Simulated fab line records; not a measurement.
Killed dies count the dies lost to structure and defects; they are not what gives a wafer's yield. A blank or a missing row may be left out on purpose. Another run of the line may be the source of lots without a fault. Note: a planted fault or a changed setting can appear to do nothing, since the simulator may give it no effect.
Problem report in the 8D (eight disciplines) form, filled by code / flow n5 finfet / the parts of the form that need people (team, actions taken, sign-off) are left out

1. PROBLEM STATEMENT
M3_ILD_THK at N5_BEOL_M3_THK_MEAS_01 reads a mean of 49.2 nm on 2 wafers of 2 lots; wafers without a fault read 78.6 nm with a standard deviation of 1.1. That puts it -27 standard deviations away from the usual mean.
Earliest sighting: wafer L613.1 on film metro-01 at day 12 13:34. The record holds 42 wafers of 14 lots with a number at this step. The rule behind "out" and "out of limits": a value lying over 4 standard deviations away from the usual mean. All remaining wafers that have a number are taken as sound.

2. WHAT IT IS AND WHAT IT IS NOT
question=which readings at this step | is=M3_ILD_THK | is not=-
question=which lots | is=L613, L614 | is not=L594, L595, L596, L597, L599, L601, L602, L603, L604, L605, L609, L617
question=which wafers of those lots | is=L613.1, L614.1 | is not=L613.2, L613.4, L614.2, L614.3
question=read on which gauges | is=film metro-01, film metro-02 | is not=-
question=when | is=from day 12 13:34 | is not=up to then (35 sound wafers); but 5 sound wafers of L614, L617 came after

3. WHAT RULES OUT EACH SUSPECT
Counting: if a tool at a process step up to the reading ran every lot that is out, it stays a suspect. Sound lots after the first of them don't rule it out here, since some wafers of a struck lot are sound.
- the gauge at N5_BEOL_M3_THK_MEAS_01: ruled out. The wafers that are out were read on 2 gauges (film metro-01, film metro-02).
- pvd sputter-01 at N5_BEOL_M2_ANNEAL_93 (time 240 s): kept. Ran every lot that is out, first one L613 (day 12 11:56); last sound lot up to then L605 (day 9 17:54).
- pecvd-03 at N5_BEOL_M3_ILD_DEP_00 (deposits SiOC from DEMS/O2, target thk 79 nm, time 15.3 s): kept. It ran every lot that is out, first L613 (day 12 13:30).
- In pecvd-03 at N5_BEOL_M3_ILD_DEP_00, the wafers that are out were processed in chamber 0 and their sound lot-mates in chambers 1, 2.
After counting, pvd sputter-01 at N5_BEOL_M2_ANNEAL_93 and pecvd-03 at N5_BEOL_M3_ILD_DEP_00 remain.

4. THE CAUSE (what the simulator had put in)
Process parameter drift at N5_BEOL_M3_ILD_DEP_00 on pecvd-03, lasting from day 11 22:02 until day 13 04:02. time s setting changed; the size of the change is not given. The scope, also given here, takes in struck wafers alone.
2 suspects survive the count, and this tool is in that group.

5. THE CHAIN OF EFFECTS, in route order
Rows list readings where the struck wafers' mean (over those with a number) sits beyond 3 standard deviations from the usual. Readings are gone through only where the record gives a usual standard deviation; hours: the median, over the lots, of the time from a lot's start at the first step in this table giving one to that lot's start at this step; sigmas: the change measured in usual standard deviations.
hours=0; step=N5_BEOL_M3_THK_MEAS_01; reading=M3_ILD_THK; usual=78.6 nm; on struck wafers=49.2; change=-29.3; sigmas=-27

6. HOW IT WOULD HAVE BEEN CAUGHT EARLIER
16 hours passed between the start of the fault at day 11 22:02 and the first reading out of limits at a measuring or inspecting step in this record, taken at day 12 13:34.
Of the tool readings at N5_BEOL_M3_ILD_DEP_00 for which the record gives a usual standard deviation, none was out on any struck wafer, so an alarm limit of 4 standard deviations on them would not have fired.
Lots out: 2; of these, L614 started N5_BEOL_M3_ILD_DEP_00 on pecvd-03 after day 12 13:34. Putting the tool on hold at that point would have spared it.
